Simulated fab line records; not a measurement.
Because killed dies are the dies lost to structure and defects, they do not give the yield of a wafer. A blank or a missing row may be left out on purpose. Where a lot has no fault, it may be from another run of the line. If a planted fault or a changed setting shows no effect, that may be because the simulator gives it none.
Struck lot and sound lot, side by side -- flow nand_harc -- 39 out of 1159 route steps
Sound: the wafers L372.3, L372.4, L372.6. Struck: wafer L387.2. (L387.4 of the same lot was not struck and is left out.) The cause comes at the end.
For every step that has rows: the tool of each side, followed by ch and its chambers, followed by its first start. Under that, the readings that differ: sound wafers -- struck wafers -- difference of the means -- sigmas: that difference in standard deviations of wafers without a fault.
alike: readings with means less than 2 such deviations apart, plus words and numbers identical on both sides. not compared: withheld readings, readings lacking a value on some wafer, bounds such as >300 that could conceal the same value, and numbers that have no deviation in the record and whose values overlap.
A row with sigmas, a row that says differs or no value, or rows on one side alone: a step with any of these is where the two part. Non-overlapping numbers with no deviation appear without sigmas and do not part them. Lack of a reading on every wafer of one side parts them only where that side has two or more wafers.

first, 2 steps without rows for these wafers: NHARC_P_BONDPAD_HARDBAKE_10 (time 65 s); NHARC_P_BONDPAD_DESCUM_11 (chemistry O2, time 3 s).
NHARC_P_BONDPAD_ETCH_37: etches the open film in N2/H2, target depth 60 nm, overetch 18 nm, time 65.91 s.
  sound on rie_diel-02 ch 1,2,3, day 6 19:15; struck on rie_diel-04 ch 2, day 10 11:11
reading,sound,struck,difference,sigmas
n2_flow_sccm (sccm),149.8 149.6 149.4,150.5,+0.9,+2
  alike: chamber_pressure_mTorr, drypump_motor_current_A, oes_product_au, rf_vpp_V, showerhead_plenum_p_Torr, throttle_valve_pct
  not compared: rf_hours_counter_h
NHARC_P_BONDPAD_ETCH_12: etches the open film in CHF3/O2, target depth 200 nm, time 100 s.
  sound: rie_diel-02 ch 0,1,2; struck: rie_diel-04 ch 1
  alike: chamber_pressure_mTorr, drypump_motor_current_A, oes_product_au, rf_vpp_V, showerhead_plenum_p_Torr, throttle_valve_pct
  not compared: rf_hours_counter_h
NHARC_P_BONDPAD_CD_MEAS_13:
  struck on cd_sem-01, day 10 11:25; sound on cd_sem-03, day 6 19:32
  alike: cd_nm
NHARC_P_BONDPAD_STRIP_15: strips in O2.
  sound on rie_diel-04 ch 0,3, day 6 19:37; struck on rie_diel-02 ch 0, day 10 11:30
  alike: chamber_pressure_mTorr, drypump_motor_current_A, oes_product_au, rf_vpp_V, showerhead_plenum_p_Torr, throttle_valve_pct
  not compared: rf_hours_counter_h
then, 6 steps without rows for these wafers: NHARC_P_BONDPAD_ETCH_24 (etches the open film in CF4/N2, target depth 30 nm, time 72.99 s); NHARC_P_BONDPAD_STRIP_16 (strips in post etch residue remover, time 600 s); NHARC_P_BONDPAD_DEGAS_25 (time 60 s); NHARC_P_BONDPAD_PRE_CLEAN_26 (time 30 s); NHARC_P_BONDPAD_PVD_17 (deposits TaN, target thk 5 nm, time 8.06 s); NHARC_P_BONDPAD_PVD_27 (deposits Cu, target thk 30 nm, time 20.49 s).
NHARC_P_BONDPAD_ECD_18: material Cu, target thk 400 nm.
  sound on ecd_cu-01 ch 0,1, day 6 20:37; struck on ecd_cu-01 ch 0,1, day 10 12:33
then, 1 step without rows for these wafers: NHARC_P_BONDPAD_ANNEAL_28 (time 90 s).
NHARC_P_BONDPAD_CMP_19: polishes, t overpolish 30 s, cu recess touch 16 s, target thk 160.81 nm.
  sound on cmp-03 ch 0,1,3, day 6 21:18; struck on cmp-01 ch 1, day 10 13:16
reading,sound,struck,difference,sigmas
motor_current_A (A),10.8 10.6 12.7,14.4,+3.0,+2
  alike: overpolish_run_s
then, 1 step without rows for these wafers: NHARC_P_BONDPAD_SRD_21 (time 30 s, dry time 20 s).
NHARC_P_BONDPAD_INSPECT_23:
  struck on defect_inspect-01, day 10 13:49; sound on defect_inspect-02, day 6 21:46
  alike: raw_defect_count
then, 3 steps without rows for these wafers: NHARC_P_BONDPAD_ACTIVATE_29 (chemistry N2, time 60 s); NHARC_P_BONDPAD_PRECLEAN_30 (cleans in DIW, time 300 s); NHARC_P_BONDPAD_SRD_31 (time 30 s, dry time 20 s).
NHARC_A_START_INSPECT_01:
  rows exist in the record for the sound wafers here (defect_inspect-02, day 6 22:14), none for the struck ones
then, 11 steps without rows for these wafers: NHARC_A_ZERO_WELL_PRECLEAN_00 (cleans in SPM, time 600 s); NHARC_A_ZERO_WELL_SRD_01; NHARC_A_ZERO_WELL_DEHYDRATE_02 (time 120 s); NHARC_A_ZERO_WELL_HMDS_03 (time 30 s); NHARC_A_ZERO_WELL_COAT_18 (time 65 s); NHARC_A_ZERO_WELL_COAT_04 (resist thk 600 nm); NHARC_A_ZERO_WELL_SOFTBAKE_05 (time 70 s); NHARC_A_ZERO_WELL_EBR_06; NHARC_A_ZERO_WELL_EXPOSE_07 (exposes mask A ZERO); NHARC_A_ZERO_WELL_PEB_08 (peb time 80 s); NHARC_A_ZERO_WELL_DEVELOP_09 (time 50 s).
NHARC_A_ZERO_WELL_CD_MEAS_10 targets a cd of 2000 nm.
  the record has rows for the sound wafers here (cd_sem-02 ch 0, day 6 23:05) and none for the struck ones
then, 3 steps without rows for these wafers: NHARC_A_ZERO_WELL_HARDBAKE_11 (time 65 s); NHARC_A_ZERO_WELL_DESCUM_12 (chemistry O2, time 3 s); NHARC_A_ZERO_WELL_ETCH_19 (etches the open film in N2/H2, target depth 80 nm, overetch 24 nm, time 87.88 s).
NHARC_A_ZERO_WELL_ETCH_13: etches the open film in HBr/Cl2, target depth 120 nm, time 40.1 s.
  the record has rows for the sound wafers here (rie_si-04 ch 1,2,3, day 6 23:30) and none for the struck ones
then, 1 step without rows for these wafers: NHARC_A_ZERO_WELL_STRIP_14 (strips in SPM, time 900 s).
-- jump in the record: it breaks off in module A_ZERO_WELL and resumes in module END (first step shown: number 1159 of the route), and 13 days separate the struck wafers' starts before and after --
NHARC_END_SORT_01:
  only the struck wafers appear in the record here, on prober-01 ch 0 at day 23 13:18; the sound ones have no rows

WHERE THEY PART
At NHARC_P_BONDPAD_ETCH_37 first; at NHARC_END_SORT_01 last (within this record only).

WHY: the cause the simulator had injected
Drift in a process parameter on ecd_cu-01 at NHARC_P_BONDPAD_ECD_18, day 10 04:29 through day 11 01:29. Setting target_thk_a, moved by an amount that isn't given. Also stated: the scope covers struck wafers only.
